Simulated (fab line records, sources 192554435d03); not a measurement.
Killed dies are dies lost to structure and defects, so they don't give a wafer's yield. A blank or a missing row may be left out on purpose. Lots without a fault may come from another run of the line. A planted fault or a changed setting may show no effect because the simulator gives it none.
Split-lot experiment | flow n5_finfet | 7 lots, 21 wafers read, on a route of 1938 steps

THE SPLIT
At N5_BEOL_M1_ETCH_64 (etches SOC in N2/H2, target depth 75 nm, overetch 15 nm, time 112.5 s), the setting source_w was moved away from the recipe's 840 W on 8 of the 21 wafers read, by -6.3% to +15.5%. The other wafers ran this setting at the recipe's value.

The reading is taken at the split's own step.

THE READING
rf_vpp_V, in V, at N5_BEOL_M1_ETCH_64 (etches SOC in N2/H2, target depth 75 nm, overetch 15 nm, time 112.5 s). Fault-free wafers of this fab line usually give 525.0 V, standard deviation 1.8 V.

wafer  | tool, chamber at the split | source_w as run, W | against the recipe | rf_vpp_V, V | against lot-mates on the recipe
L081.2 | rie_diel-04, 1             | 970.5              | +15.5%             | 500.6       | -24.1
L081.4 | rie_diel-04, 2             | 840                | recipe             | 524.7       | -
L081.6 | rie_diel-04, 0             | 970.5              | +15.5%             | 501.7       | -23.0
L082.4 | rie_diel-05, 1             | 840                | recipe             | 525.4       | -
L082.5 | rie_diel-05, 2             | 840                | recipe             | 524.8       | -
L082.6 | rie_diel-05, 3             | 787.1              | -6.3%              | 537.0       | +11.9
L085.2 | rie_diel-01, 3             | 840                | recipe             | 521.3       | -
L085.3 | rie_diel-01, 2             | 840                | recipe             | 523.2       | -
L085.4 | rie_diel-01, 1             | 938.7              | +11.8%             | 508.7       | -13.6
L086.1 | rie_diel-04, 1             | 840                | recipe             | 527.0       | -
L086.3 | rie_diel-04, 0             | 840                | recipe             | 524.7       | -
L086.5 | rie_diel-04, 1             | 840                | recipe             | 526.1       | -
L089.4 | rie_diel-04, 1             | 840                | recipe             | 526.7       | -
L089.5 | rie_diel-04, 2             | 970.3              | +15.5%             | 502.1       | -24.6
L089.6 | rie_diel-04, 0             | 970.3              | +15.5%             | 500.8       | -25.9
L090.2 | rie_diel-04, 2             | 840                | recipe             | 525.0       | -
L090.3 | rie_diel-04, 1             | 890.2              | +6.0%              | 517.1       | -7.9
L090.4 | rie_diel-04, 0             | 890.2              | +6.0%              | 515.4       | -9.6
L097.4 | rie_diel-04, 1             | 840                | recipe             | 526.9       | -
L097.5 | rie_diel-04, 0             | 840                | recipe             | 526.7       | -
L097.6 | rie_diel-04, 3             | 840                | recipe             | 524.8       | -

THE FIT
A straight line over all 21 wafers: rf_vpp_V changes by -1.55 V for each +1% of source_w; r = -0.99; the points scatter about the line by 1.5 V.
The same after taking each lot's own level away (the mean of its wafers on the recipe; 21 wafers): -1.55 V for each +1%; r = -0.99; scatter 1.4 V.
On that fit, the largest move of source_w shifts the reading by 24 V.
The lots' own levels span 522.25 to 526.70 V, that is 2.5 times the standard deviation above.
So the lot-to-lot level changes the slope little: the two slopes agree.
Check: with one of the wafers moved furthest among these (+15.5%) left out of the fit, the line predicts -23.7 V for it against its lot-mates. It came out at -24.1 V against them.
Tool readings at the split's step, against how far the setting was moved: rf_vpp_V r = -0.99.

OTHER SPLITS ON THESE WAFERS
These wafers also went through other splits before the reading. Each is held against what the fit with the lots' levels taken away leaves over:
other split on the same wafers         | wafers away from the commonest value | r with rf_vpp_V (lot level and that fit taken away)
N5_SDB_ALD_29 ald_cycles               | 2                                    | +0.45
N5_HKMG_FIN_EXPOSE_09 dose_mj          | 7                                    | -0.14
N5_HKMG_FIN_DEVELOP_11 develop_time_s  | 5                                    | +0.11
N5_MOL_CONTACT_COAG_ALD_131 ald_cycles | 7                                    | -0.02
N5_BEOL_M0_SAQP_HM_DEP_02 target_thk_a | 6                                    | -0.20
N5_BEOL_M0_SAQP_COAT_81 spin_rpm       | 4                                    | -0.27
N5_BEOL_M1_COAT_05 spin_rpm            | 7                                    | -0.30

THE FILE'S OWN FIT
rf_vpp_V changes by -1.5 V for each +1% of source_w, r = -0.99.
